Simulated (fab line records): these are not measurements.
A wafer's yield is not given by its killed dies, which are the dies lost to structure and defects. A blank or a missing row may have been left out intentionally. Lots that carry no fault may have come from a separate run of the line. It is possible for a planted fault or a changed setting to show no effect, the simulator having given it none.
fab line records	flow n5_finfet
record lots=12	wafers=34	last_day=17
route steps=1938 shown BEOL_M6@1247 BEOL_M7@1269 PASSIVATION@1936
lots that met no fault: taken from a fault-free run of the same line
start_h: hours from the record's first day to the start of the lot's first wafer shown	wait_h: hours elapsed since this lot's preceding step	" same as the row above	L1.1+2: a row that stands for several wafers	- either no value or no given start	* or withheld: withheld	< > ~ a bound
route shown NAME@n: names a module that has steps shown in the file, with the first one's number in the route	usual: average and standard deviation across the fault-free wafers	same: alike in all rows	chamber/n: place in a boat	sites: per-site readings	_std_site: their standard deviation	_edge_site: outer sites' mean less inner sites'	radius_mm: how far each site lies from the wafer's centre	mask NAME#n: copy n	behind: the tool/chamber that last shaped the wafer	hold: reason for holding the lot/hours on hold/outcome of the hold	device: names the non-switching transistor (n, p or np)	end of line: the same wafers' tests at the end of the route	a step with no rows: only its recipe	killed: the dies lost at the first sort to structure and to defects; this is not the yield of the wafer	map: dies across one wafer; x = killed, . = not, _ = none there
set.NAME: the setting as run; set.NAME@STEP: as run at that earlier step	model.NAME: the simulator's own value behind a step, which no gauge read
a sample of lots followed through the steps of the route, with each step as a table and each wafer as a row
services: when a tool's chamber went out of use (start_h, in hours from the record's first day, below 0 if earlier), for how many hours, and the reason
## steps
# step N5_BEOL_M6_CD_MEAS_35
# recipe target_cd_nm=40	target_cd_y_nm=28	polarity=opening
# usual cd_nm=39.5/0.66
lot.wafer	tool	chamber	start_h	wait_h	cd_nm
L168.1	cd_sem-02	-	184.98	0.0	39.8
L168.3	"	-	"	"	38.9
L168.5	"	-	"	"	40.2
L166.2	cd_sem-01	-	196.06	0.0	39.2
L166.3	"	-	"	"	38.6
L166.5	"	-	"	"	40.1
L167.1	cd_sem-02	-	199.72	0.0	39.2
L167.3	"	-	"	"	39.2
L167.5	"	-	"	"	40.1
L170.1	cd_sem-02	-	217.58	0.0	39.4
L170.6	"	-	"	"	39.5
L173.2	cd_sem-02	-	221.57	0.0	39.4
L173.3	"	-	"	"	39.2
L173.5	"	-	"	"	39.0
L172.1	cd_sem-03	-	223.49	0.0	40.9
L172.3	"	-	"	"	39.3
L172.5	"	-	"	"	39.6
L177.3	cd_sem-02	-	250.92	0.0	38.8
L177.4	"	-	"	"	39.5
L177.6	"	-	"	"	39.2
L178.1	cd_sem-01	-	255.41	0.0	40.3
L178.3	"	-	"	"	39.8
L178.4	"	-	"	"	39.6
L184.2	cd_sem-01	-	301.30	0.0	40.1
L184.5	"	-	"	"	39.0
L184.6	"	-	"	"	39.8
L187.1	cd_sem-01	-	311.82	0.0	39.4
L187.3	"	-	"	"	40.8
L187.4	"	-	"	"	39.4
L188.1	cd_sem-01	-	318.50	0.0	39.4
L188.3	"	-	"	"	39.1
L188.4	"	-	"	"	40.0
L189.5	cd_sem-01	-	318.98	0.0	40.2
L189.6	"	-	"	"	39.9
# step N5_BEOL_M6_SPUTTER_48
# recipe material=Cu	target_thk_a=100	temp_c=-20	bias_v=60	power_w=26000	chamber_pressure_pa=0.13	time_s=1.667
# usual throttle_valve_pct=30.4/1.3
lot.wafer	tool	chamber	start_h	wait_h	throttle_valve_pct
L168.1	pvd_sputter-03	-	188.28	0.2	30.8
L168.3	"	-	"	"	31.4
L168.5	"	-	"	"	31.0
L166.2	pvd_sputter-02	-	197.28	0.1	30.8
L166.3	"	-	"	"	31.5
L166.5	"	-	"	"	32.8
L167.1	pvd_sputter-03	-	202.46	0.1	31.6
L167.3	"	-	"	"	30.9
L167.5	"	-	"	"	30.9
L170.1	pvd_sputter-03	-	219.06	0.4	30.9
L170.6	"	-	"	"	30.7
L173.2	pvd_sputter-03	-	224.05	0.1	30.8
L173.3	"	-	"	"	31.1
L173.5	"	-	"	"	31.0
L172.1	pvd_sputter-03	-	224.45	0.1	31.2
L172.3	"	-	"	"	28.0
L172.5	"	-	"	"	30.9
L177.3	pvd_sputter-01	-	252.54	0.1	30.6
L177.4	"	-	"	"	30.5
L177.6	"	-	"	"	28.0
L178.1	pvd_sputter-03	-	256.88	0.2	31.3
L178.3	"	-	"	"	30.7
L178.4	"	-	"	"	30.8
L184.2	pvd_sputter-01	-	303.55	0.3	30.6
L184.5	"	-	"	"	30.4
L184.6	"	-	"	"	27.9
L187.1	pvd_sputter-01	-	314.72	0.1	30.8
L187.3	"	-	"	"	28.1
L187.4	"	-	"	"	30.2
L188.1	pvd_sputter-02	-	319.65	0.1	33.0
L188.3	"	-	"	"	30.9
L188.4	"	-	"	"	31.7
L189.5	pvd_sputter-02	-	320.23	0.1	31.1
L189.6	"	-	"	"	30.9
# step N5_BEOL_M6_CMP_52
# recipe stop_on=SiCOH_lowk	t_overpolish_s=6.9	down_force_psi=1	platen_rpm=50	clearing_platen_down_force_psi=1.5	clearing_platen_rpm=50	post_cmp_clean=cu_alkaline	target_thk_nm=80	clearing_platen_pad_velocity_m_s=0.99484	pad_velocity_m_s=0.99484
# usual barrier_field_endpoint_s=29.0/1	motor_current_A=5.9/0.58	overpolish_run_s=6.901/0.0091	slurry_filter_dp_kPa=13.50/0.15	time_to_endpoint_s=62/4.4
lot.wafer	tool	chamber	start_h	wait_h	barrier_field_endpoint_s	motor_current_A	overpolish_run_s	slurry_filter_dp_kPa	time_to_endpoint_s
L168.1	cmp-03	3	188.80	0.3	28.7	5.7	6.909	13.63	65
L168.3	"	0	"	"	29.0	5.7	6.899	13.35	60
L168.5	"	3	"	"	28.9	5.9	6.908	13.52	64
L166.2	cmp-04	2	197.88	0.3	28.2	6.5	6.925	13.52	59
L166.3	"	3	"	"	28.4	6.4	6.908	13.55	62
L166.5	"	1	"	"	28.4	6.7	6.911	13.31	61
L167.3	cmp-03	2	203.31	0.2	27.7	5.4	6.894	13.24	63
L167.1	"	3	"	"	29.0	5.8	6.911	13.45	64
L167.5	"	1	"	"	29.9	5.4	6.915	13.66	67
L170.1	cmp-01	2	219.66	0.3	28.3	5.2	6.909	13.81	61
L170.6	"	0	"	"	28.8	5.5	6.898	13.57	63
L173.2	cmp-01	3	224.60	0.2	28.5	6.0	6.908	13.64	63
L173.3	"	1	"	"	30.8	6.5	6.897	13.59	73
L173.5	"	2	"	"	28.5	5.2	6.896	13.44	60
L172.1	cmp-01	2	225.01	0.3	26.5	4.9	6.892	13.76	56
L172.3	"	1	"	"	31.1	6.7	6.907	13.45	75
L172.5	"	2	"	"	29.2	4.9	6.901	13.56	56
L177.4	cmp-04	0	253.11	0.1	28.6	5.1	6.893	13.84	63
L177.3	"	3	"	"	28.8	6.3	6.895	13.77	63
L177.6	"	0	"	"	28.8	5.2	6.899	13.50	60
L178.1	cmp-04	1	257.39	0.3	28.4	6.8	6.912	13.47	60
L178.3	"	2	"	"	28.2	6.5	6.896	13.53	61
L178.4	"	0	"	"	28.7	5.1	6.906	13.67	62
L184.2	cmp-03	0	304.16	0.3	27.9	6.2	6.901	13.44	58
L184.6	"	2	"	"	28.2	5.2	6.901	13.58	60
L184.5	"	3	"	"	28.8	5.8	6.904	13.45	66
L187.3	cmp-01	2	315.26	0.2	28.2	5.2	6.911	13.66	57
L187.4	"	3	"	"	27.6	5.6	6.893	13.54	58
L187.1	"	0	"	"	27.8	5.7	6.896	13.49	61
L188.1	cmp-01	1	320.21	0.3	29.8	6.5	6.899	13.54	69
L188.4	"	2	"	"	28.6	4.9	6.907	13.34	58
L188.3	"	3	"	"	28.9	5.9	6.895	13.57	59
L189.6	cmp-03	3	320.95	0.2	28.3	5.6	6.905	13.55	58
L189.5	"	0	"	"	28.1	6.2	6.918	13.47	52
# step N5_BEOL_M7_COAT_60
# recipe resist=SiARC	temp_c=220	time_s=60	spin_rpm=1500	resist_thk_nm=35
# usual chill_plate_temp_C=23.02/0.11	spin_speed_rpm=1500.0/1.1
lot.wafer	tool	chamber	start_h	wait_h	chill_plate_temp_C	spin_speed_rpm
L168.1	litho_track-05	0	190.09	-	23.04	1502.1
L168.3	"	0	"	"	23.20	1500.4
L168.5	"	0	"	"	23.22	1501.7
L166.2	litho_track-05	0	199.87	-	23.02	1497.7
L166.3	"	0	"	"	22.75	1497.9
L166.5	"	0	"	"	22.96	1499.9
L167.1	litho_track-03	0	206.08	-	23.07	1498.6
L167.3	"	0	"	"	23.12	1500.0
L167.5	"	0	"	"	22.88	1499.2
L170.1	litho_track-05	0	221.12	-	23.01	1500.0
L170.6	"	0	"	"	22.87	1499.2
L173.2	litho_track-03	0	226.91	-	23.13	1499.3
L173.3	"	0	"	"	23.10	1500.0
L173.5	"	0	"	"	23.09	1499.4
L172.1	litho_track-03	0	227.21	-	23.10	1500.7
L172.3	"	0	"	"	23.09	1499.9
L172.5	"	0	"	"	22.96	1501.3
L177.3	litho_track-03	0	256.21	-	22.89	1399.2
L177.4	"	0	"	"	23.05	1399.8
L177.6	"	0	"	"	23.09	1398.0
L178.1	litho_track-03	0	259.74	-	23.19	1400.1
L178.3	"	0	"	"	23.01	1398.9
L178.4	"	0	"	"	23.02	1399.8
L184.2	litho_track-04	0	306.92	-	22.92	1500.1
L184.5	"	0	"	"	23.11	1500.1
L184.6	"	0	"	"	23.05	1501.6
L187.1	litho_track-04	0	317.68	-	23.03	1500.7
L187.3	"	0	"	"	23.01	1500.5
L187.4	"	0	"	"	23.14	1501.4
L188.1	litho_track-05	0	322.88	-	23.01	1499.8
L188.3	"	0	"	"	22.92	1500.1
L188.4	"	0	"	"	22.87	1498.5
L189.5	litho_track-05	0	323.39	-	22.93	1500.2
L189.6	"	0	"	"	23.10	1501.3
# step N5_PASSIVATION_PROBE_49
# usual defect_limited_yield=91.4/1.5	killed_at_M0_to_M3=36/11	killed_at_M4_up=14/6	killed_at_contacts=11/6	killed_at_front_end=37/11	killed_at_other=4/3.4	killed_dies=102/18	killed_open=66/13	killed_short=34/7.8	sort_bin_4_leakage=0.00/0.017	sort_bin_5_function=5.0/0.97	sort_bin_6_memory=3.2/0.7	sort_bin_8_speed=0.0/0.38	sort_n_pass=1078/19	sort_yield_pct=91.3/1.6
# same gross_dies=1180	killed_at_back_side=0
lot.wafer	tool	chamber	start_h	wait_h	defect_limited_yield[%]	killed_at_M0_to_M3	killed_at_M4_up	killed_at_contacts	killed_at_front_end	killed_at_other	killed_dies	killed_open	killed_short	sort_bin_4_leakage[%]	sort_bin_5_function[%]	sort_bin_6_memory[%]	sort_bin_8_speed[%]	sort_n_pass	sort_yield_pct[%]
L168.1	prober-01	-	271.72	0.0	91.7	30	16	15	28	9	98	60	34	0	4.2	3.9	0	1082	91.7
L168.3	prober-01	-	271.82	0.1	92.5	41	15	7	24	1	88	46	39	0	4.4	2.5	0	1092	92.5
L168.5	prober-01	-	271.92	0.2	91.7	25	21	7	37	8	98	66	30	0	5.3	3.0	0	1082	91.7
L166.2	prober-02	-	281.74	0.1	90.3	43	23	18	29	2	115	83	30	0	5.8	3.6	0	1065	90.3
L166.3	prober-02	-	281.79	0.1	90.7	38	16	5	45	6	110	71	35	0	5.7	3.5	0	1070	90.7
L166.5	prober-02	-	281.89	0.2	92.3	28	13	5	41	4	91	61	27	0	4.3	3.1	0	1089	92.3
L167.1	prober-01	-	286.92	0.0	92.9	28	16	5	34	1	84	57	24	0	4.3	2.5	0	1096	92.9
L167.3	prober-01	-	287.02	0.1	93.4	22	6	8	34	8	78	42	34	0	3.3	2.8	0	1102	93.4
L167.5	prober-01	-	287.12	0.2	92.7	27	14	12	31	2	86	57	26	0	4.2	2.9	0	1094	92.7
L173.2	prober-01	-	306.32	0.1	90.9	41	20	20	26	0	107	76	30	0	6.0	2.8	0	1073	90.9
L173.3	prober-01	-	306.37	0.1	91.6	38	28	5	26	2	99	76	19	0	5.3	2.9	0	1081	91.6
L173.5	prober-01	-	306.47	0.2	93.2	23	9	14	31	3	80	56	23	0	4.1	2.4	0	1100	93.2
L170.1	prober-01	-	307.61	0.0	91.6	44	7	8	39	1	99	71	28	0	5.0	3.0	0	1081	91.6
L170.6	prober-01	-	307.86	0.3	90.3	32	7	12	55	8	114	72	39	0	5.0	4.3	0	1066	90.3
L172.1	prober-02	-	313.20	0.0	90.8	40	8	16	42	2	108	66	40	0	6.0	3.1	0	1072	90.8
L172.3	prober-02	-	313.30	0.1	90.4	41	9	19	37	7	113	78	33	0	4.9	4.3	0	1067	90.4
L172.5	prober-02	-	313.40	0.2	90.2	41	15	18	41	1	116	89	25	0	5.9	3.5	0	1064	90.2
L177.3	prober-02	-	343.39	0.1	93.2	28	10	7	31	4	80	51	28	0	3.6	3.1	0	1100	93.2
L177.4	prober-02	-	343.44	0.2	93.6	25	6	9	34	1	75	47	28	0.08	3.4	2.7	0	1104	93.6
L177.6	prober-02	-	343.54	0.3	93.3	33	13	9	22	2	79	47	24	0	4.1	2.5	0	1101	93.3
L178.1	prober-02	-	344.63	0.8	92.6	34	17	4	25	7	87	47	39	0	4.5	2.5	0	1093	92.6
L178.3	prober-02	-	344.73	0.9	92.5	36	14	6	31	2	89	48	41	0	3.6	3.7	0	1091	92.5
L178.4	prober-02	-	344.78	0.9	89.1	39	19	7	61	3	129	78	49	0	6.5	3.9	0	1051	89.1
L187.1	prober-01	-	395.07	0.0	91.0	23	16	13	54	0	106	71	33	0	5.5	3.4	0	1074	91.0
L187.3	prober-01	-	395.17	0.1	93.6	20	13	12	29	1	75	50	23	0	3.9	2.0	0	1105	93.6
L187.4	prober-01	-	395.22	0.2	91.5	37	7	16	37	3	100	68	32	0	5.4	2.3	0	1080	91.5
L184.2	prober-02	-	395.51	0.1	88.9	43	10	15	58	5	131	80	50	0	6.8	3.7	0	1049	88.9
L184.5	prober-02	-	395.66	0.2	91.2	28	14	19	38	5	104	69	32	0	5.6	2.8	2.3	1049	88.9
L184.6	prober-02	-	395.71	0.3	89.4	51	13	11	46	4	125	90	35	0	6.4	3.9	0	1055	89.4
L188.1	prober-02	-	400.07	0.0	92.3	20	14	12	43	2	91	57	33	0	4.7	2.5	0	1089	92.3
L188.3	prober-02	-	400.17	0.1	90.3	43	19	9	42	2	115	66	42	0	6.2	3.1	0.1	1065	90.3
L188.4	prober-02	-	400.22	0.2	92.5	22	11	22	28	5	88	57	27	0	4.0	2.9	0	1092	92.5
L189.5	prober-01	-	401.26	0.2	91.3	39	15	3	45	1	103	62	40	0	5.4	3.1	0	1077	91.3
L189.6	prober-01	-	401.31	0.3	89.4	64	8	7	46	0	125	72	51	0	5.8	4.2	0	1055	89.4
# killed by level:class
L168.1 MOL_CONTACT_COAG:geometric_particle:open=13 BEOL_M2:geometric_particle:open=9 BEOL_M4:geometric_particle:open=6 BEOL_M0_SAQP:geometric_particle:open=5 DUMMY_GATE:geometric_particle:open=4 BEOL_M0_SAQP:geometric_particle:short=4 BEOL_M3:geometric_particle:open=4 PASS1_CAP:geometric_particle:open=4
L168.3 FIN_SAQP:geometric_particle:short=11 BEOL_M0_SAQP:geometric_particle:short=11 BEOL_M0_SAQP:geometric_particle:open=9 BEOL_M3:geometric_particle:open=6 BEOL_M2:geometric_particle:open=5 FIN_SAQP:geometric_particle:open=4 MOL_CONTACT_COAG:geometric_particle:short=4 BEOL_M3:geometric_particle:short=4
L168.5 BEOL_M4:geometric_particle:open=16 FIN_SAQP:geometric_particle:open=9 STI_FIN_REVEAL:geometric_particle:open=6 BEOL_M0_SAQP:geometric_particle:open=5 BEOL_M2:geometric_particle:open=5 BEOL_M3:geometric_particle:open=5 FIN_SAQP:geometric_particle:short=4 GATE_CUT:geometric_particle:short=4
L166.2 MOL_CONTACT_COAG:geometric_particle:open=13 BEOL_M1:geometric_particle:open=13 BEOL_M4:geometric_particle:open=11 STI_FIN_REVEAL:geometric_particle:open=10 BEOL_M0_SAQP:geometric_particle:short=9 BEOL_M3:geometric_particle:open=7 BEOL_M0_SAQP:geometric_particle:open=6 FIN_SAQP:geometric_particle:open=5
L166.3 STI_FIN_REVEAL:geometric_particle:open=13 FIN_SAQP:geometric_particle:open=9 BEOL_M3:geometric_particle:open=7 BEOL_M0_SAQP:geometric_particle:open=6 FIN_SAQP:geometric_particle:short=5 BEOL_M0_SAQP:geometric_particle:short=5 BEOL_M1:geometric_particle:open=5 BEOL_M8:geometric_particle:open=5
L166.5 FIN_SAQP:geometric_particle:open=10 BEOL_M0_SAQP:geometric_particle:open=9 FIN_SAQP:geometric_particle:short=6 STI_FIN_REVEAL:geometric_particle:open=5 GATE_CUT:geometric_particle:short=5 BEOL_M3:geometric_particle:open=5 BEOL_M4:geometric_particle:open=5 STARTING-WAFER:geometric_particle:short=4
L167.1 BEOL_M0_SAQP:geometric_particle:open=8 BEOL_M3:geometric_particle:open=7 FIN_SAQP:geometric_particle:short=6 STI_FIN_REVEAL:geometric_particle:open=6 MOL_CONTACT_COAG:geometric_particle:open=5 BEOL_M2:geometric_particle:open=5 FIN_SAQP:geometric_particle:open=4 DUMMY_GATE:geometric_particle:open=4
L167.3 FIN_SAQP:geometric_particle:short=9 FIN_SAQP:geometric_particle:open=6 MOL_CONTACT_COAG:geometric_particle:open=6 BEOL_M2:geometric_particle:open=5 BEOL_M3:geometric_particle:open=5 ILD0:geometric_particle:short=4 GATE_CUT:geometric_particle:open=3 GATE_CUT:geometric_particle:short=3
L167.5 MOL_CONTACT_COAG:geometric_particle:open=11 BEOL_M3:geometric_particle:open=9 BEOL_M0_SAQP:geometric_particle:short=7 FIN_SAQP:geometric_particle:short=6 DUMMY_GATE:geometric_particle:open=6 STI_FIN_REVEAL:geometric_particle:open=5 BEOL_M2:geometric_particle:open=4 FIN_SAQP:geometric_particle:open=3
L173.2 MOL_CONTACT_COAG:geometric_particle:open=18 BEOL_M1:geometric_particle:open=10 BEOL_M4:geometric_particle:open=10 BEOL_M2:geometric_particle:open=9 FIN_SAQP:geometric_particle:short=7 BEOL_M1:geometric_particle:short=6 STI_FIN_REVEAL:geometric_particle:open=5 BEOL_M0_SAQP:geometric_particle:short=4
L173.3 BEOL_M4:geometric_particle:open=16 BEOL_M3:geometric_particle:open=12 BEOL_M1:geometric_particle:open=9 BEOL_M0_SAQP:geometric_particle:open=8 DUMMY_GATE:geometric_particle:open=6 BEOL_M5:geometric_particle:open=5 FIN_SAQP:geometric_particle:short=4 MOL_CONTACT_COAG:geometric_particle:open=4
L173.5 MOL_CONTACT_COAG:geometric_particle:open=11 BEOL_M3:geometric_particle:open=6 DUMMY_GATE:geometric_particle:open=5 BEOL_M0_SAQP:geometric_particle:open=5 BEOL_M4:geometric_particle:open=5 STI_FIN_REVEAL:geometric_particle:open=4 GATE_CUT:geometric_particle:short=4 BEOL_M2:geometric_particle:open=4
L170.1 BEOL_M2:geometric_particle:open=12 FIN_SAQP:geometric_particle:open=11 MOL_CONTACT_COAG:geometric_particle:open=8 BEOL_M0_SAQP:geometric_particle:open=8 BEOL_M0_SAQP:geometric_particle:short=6 FIN_SAQP:geometric_particle:short=5 DUMMY_GATE:geometric_particle:open=4 BEOL_M0:geometric_particle:open=4
L170.6 FIN_SAQP:geometric_particle:open=17 FIN_SAQP:geometric_particle:short=11 BEOL_M0_SAQP:geometric_particle:open=9 DUMMY_GATE:geometric_particle:open=7 MOL_CONTACT_COAG:geometric_particle:open=7 BEOL_M0_SAQP:geometric_particle:short=6 STI_FIN_REVEAL:geometric_particle:open=5 BEOL_M2:geometric_particle:open=5
L172.1 MOL_CONTACT_COAG:geometric_particle:open=13 BEOL_M3:geometric_particle:open=11 BEOL_M0_SAQP:geometric_particle:short=11 FIN_SAQP:geometric_particle:open=9 STI_FIN_REVEAL:geometric_particle:open=7 BEOL_M0_SAQP:geometric_particle:open=5 BEOL_M1:geometric_particle:open=5 STI_FIN_REVEAL:geometric_particle:short=4
L172.3 FIN_SAQP:geometric_particle:open=17 MOL_CONTACT_COAG:geometric_particle:open=14 BEOL_M1:geometric_particle:open=11 BEOL_M3:geometric_particle:open=7 BEOL_M0_SAQP:geometric_particle:open=6 BEOL_M2:geometric_particle:open=6 MOL_CONTACT_COAG:geometric_particle:short=5 BEOL_M0_SAQP:geometric_particle:short=5
L172.5 MOL_CONTACT_COAG:geometric_particle:open=16 FIN_SAQP:geometric_particle:open=12 BEOL_M3:geometric_particle:open=12 FIN_SAQP:geometric_particle:short=9 BEOL_M4:geometric_particle:open=8 BEOL_M0_SAQP:geometric_particle:open=8 BEOL_M2:geometric_particle:open=8 STI_FIN_REVEAL:geometric_particle:open=6
L177.3 FIN_SAQP:geometric_particle:open=14 BEOL_M2:geometric_particle:open=10 MOL_CONTACT_COAG:geometric_particle:open=6 BEOL_M1:geometric_particle:open=5 BEOL_M1:geometric_particle:short=5 FIN_SAQP:geometric_particle:short=4 SPACER0:geometric_particle:short=3 BEOL_M4:geometric_particle:open=3
L177.4 FIN_SAQP:geometric_particle:open=7 BEOL_M0_SAQP:geometric_particle:short=6 MOL_CONTACT_COAG:geometric_particle:open=5 BEOL_M2:geometric_particle:open=5 STI_FIN_REVEAL:geometric_particle:open=4 GATE_CUT:geometric_particle:short=4 GATE_CUT:geometric_particle:open=4 MOL_CONTACT_COAG:geometric_particle:short=4
L177.6 MOL_CONTACT_COAG:geometric_particle:open=6 BEOL_M0_SAQP:geometric_particle:short=6 BEOL_M1:geometric_particle:open=6 BEOL_M2:geometric_particle:open=6 BEOL_M0_SAQP:geometric_particle:open=5 STI_FIN_REVEAL:geometric_particle:open=4 DUMMY_GATE:geometric_particle:open=4 BEOL_M3:geometric_particle:open=4
L178.1 BEOL_M4:geometric_particle:open=10 BEOL_M3:geometric_particle:short=8 FIN_SAQP:geometric_particle:open=7 FIN_SAQP:geometric_particle:short=5 BEOL_M0_SAQP:geometric_particle:open=5 BEOL_M0_SAQP:geometric_particle:short=5 BEOL_M3:geometric_particle:open=5 BEOL_M1:geometric_particle:open=4
L178.3 BEOL_M0_SAQP:geometric_particle:short=11 BEOL_M0_SAQP:geometric_particle:open=8 FIN_SAQP:geometric_particle:open=7 FIN_SAQP:geometric_particle:short=6 STI_FIN_REVEAL:geometric_particle:open=5 MOL_CONTACT_COAG:geometric_particle:open=5 BEOL_M1:geometric_particle:open=5 GATE_CUT:geometric_particle:short=4
L178.4 FIN_SAQP:geometric_particle:open=24 FIN_SAQP:geometric_particle:short=13 BEOL_M0_SAQP:geometric_particle:short=13 BEOL_M0_SAQP:geometric_particle:open=12 BEOL_M4:geometric_particle:open=12 GATE_CUT:geometric_particle:short=7 MOL_CONTACT_COAG:geometric_particle:open=6 BEOL_M4:geometric_particle:short=6
L187.1 FIN_SAQP:geometric_particle:short=15 FIN_SAQP:geometric_particle:open=13 STI_FIN_REVEAL:geometric_particle:open=12 MOL_CONTACT_COAG:geometric_particle:open=10 BEOL_M4:geometric_particle:open=9 BEOL_M2:geometric_particle:open=8 BEOL_M3:geometric_particle:open=6 BEOL_M0_SAQP:geometric_particle:short=5
L187.3 FIN_SAQP:geometric_particle:open=11 MOL_CONTACT_COAG:geometric_particle:open=8 FIN_SAQP:geometric_particle:short=7 BEOL_M3:geometric_particle:open=6 BEOL_M4:geometric_particle:open=5 MOL_CONTACT_COAG:geometric_particle:short=4 BEOL_M0_SAQP:geometric_particle:short=4 BEOL_M2:geometric_particle:open=4
L187.4 MOL_CONTACT_COAG:geometric_particle:open=15 BEOL_M0_SAQP:geometric_particle:open=15 FIN_SAQP:geometric_particle:open=12 FIN_SAQP:geometric_particle:short=9 BEOL_M0_SAQP:geometric_particle:short=7 BEOL_M1:geometric_particle:open=6 STARTING-WAFER:geometric_particle:short=4 GATE_CUT:geometric_particle:short=3
L184.2 STI_FIN_REVEAL:geometric_particle:open=16 BEOL_M2:geometric_particle:open=15 BEOL_M0_SAQP:geometric_particle:short=11 MOL_CONTACT_COAG:geometric_particle:open=11 FIN_SAQP:geometric_particle:open=8 STARTING-WAFER:geometric_particle:short=7 FIN_SAQP:geometric_particle:short=6 BEOL_M4:geometric_particle:open=6
L184.5 MOL_CONTACT_COAG:geometric_particle:open=13 FIN_SAQP:geometric_particle:open=11 BEOL_M0_SAQP:geometric_particle:short=10 STI_FIN_REVEAL:geometric_particle:open=9 BEOL_M0_SAQP:geometric_particle:open=7 MOL_CONTACT_COAG:geometric_particle:short=6 BEOL_M4:geometric_particle:open=6 STI_FIN_REVEAL:geometric_particle:short=4
L184.6 FIN_SAQP:geometric_particle:open=12 STI_FIN_REVEAL:geometric_particle:open=12 BEOL_M2:geometric_particle:open=12 BEOL_M0_SAQP:geometric_particle:short=11 BEOL_M0_SAQP:geometric_particle:open=10 MOL_CONTACT_COAG:geometric_particle:open=8 BEOL_M1:geometric_particle:open=6 BEOL_M3:geometric_particle:open=6
L188.1 STI_FIN_REVEAL:geometric_particle:open=9 STARTING-WAFER:geometric_particle:short=9 MOL_CONTACT_COAG:geometric_particle:open=8 FIN_SAQP:geometric_particle:open=6 BEOL_M2:geometric_particle:open=5 FIN_SAQP:geometric_particle:short=5 BEOL_M1:geometric_particle:open=5 MOL_CONTACT_COAG:geometric_particle:short=4
L188.3 FIN_SAQP:geometric_particle:short=12 BEOL_M0_SAQP:geometric_particle:short=12 BEOL_M0_SAQP:geometric_particle:open=11 BEOL_M4:geometric_particle:open=8 FIN_SAQP:geometric_particle:open=7 MOL_CONTACT_COAG:geometric_particle:open=7 STARTING-WAFER:geometric_particle:open=6 DUMMY_GATE:geometric_particle:open=5
L188.4 MOL_CONTACT_COAG:geometric_particle:open=18 FIN_SAQP:geometric_particle:open=8 BEOL_M4:geometric_particle:open=7 FIN_SAQP:geometric_particle:short=6 MOL_CONTACT_COAG:geometric_particle:short=4 BEOL_M0_SAQP:geometric_particle:open=4 BEOL_M2:geometric_particle:open=4 BEOL_M0_SAQP:geometric_particle:short=3
L189.5 FIN_SAQP:geometric_particle:short=9 BEOL_M0_SAQP:geometric_particle:short=8 BEOL_M0_SAQP:geometric_particle:open=8 BEOL_M2:geometric_particle:open=8 ILD0:geometric_particle:short=6 STARTING-WAFER:geometric_particle:open=6 FIN_SAQP:geometric_particle:open=5 STI_FIN_REVEAL:geometric_particle:open=5
L189.6 BEOL_M0_SAQP:geometric_particle:short=23 FIN_SAQP:geometric_particle:short=14 BEOL_M0_SAQP:geometric_particle:open=14 FIN_SAQP:geometric_particle:open=9 BEOL_M1:geometric_particle:open=9 DUMMY_GATE:geometric_particle:open=8 BEOL_M2:geometric_particle:open=7 MOL_CONTACT_COAG:geometric_particle:open=6
## services
tool	chamber	start_h	hours	kind
cmp-01	-	171.90	0.8	repair
cmp-04	-	183.56	0.9	repair
pvd_sputter-01	-	194.09	0.8	repair
cmp-01	-	196.55	4.0	pm
cmp-01	-	200.55	-	consumable_replace:conditioner
cmp-01	-	200.55	-	consumable_replace:pad
cmp-03	-	203.50	4.0	pm
cmp-03	-	207.50	-	consumable_replace:conditioner
cmp-03	-	207.50	-	consumable_replace:pad
cmp-01	-	213.32	1.2	repair
cmp-03	-	218.71	1.1	repair
cmp-03	-	221.52	5.1	pm
cmp-04	-	244.19	3.7	pm
litho_track-05	-	250.92	-	consumable_replace:filter
cmp-03	-	267.36	0.8	repair
cmp-04	-	275.10	4.0	pm
cmp-04	-	279.10	-	consumable_replace:conditioner
cmp-04	-	279.10	-	consumable_replace:pad
cmp-01	-	303.99	0.9	repair
cmp-01	-	305.30	2.1	repair
cmp-04	-	306.94	3.3	pm
pvd_sputter-02	-	321.23	1.2	repair
## key
first_sign step=N5_BEOL_M7_COAT_60	reading=spin_speed_rpm	direction=down	sigmas=96	usual=*	struck=*
effect none on later readings
met_at N5_BEOL_M7_COAT_60
struck_lots L177,L178
not_acting_at N5_BEOL_M6_CD_MEAS_35,N5_BEOL_M6_SPUTTER_48,N5_BEOL_M6_CMP_52
onset_between 227.21 256.21
fault kind=process_parameter_drift	tool=litho_track-03	chamber=-	onset_h=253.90	steps=N5_BEOL_M7_COAT_60	channel=spin_rpm	offset=*	shape=step	end_h=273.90	acts_in=*	stated=*
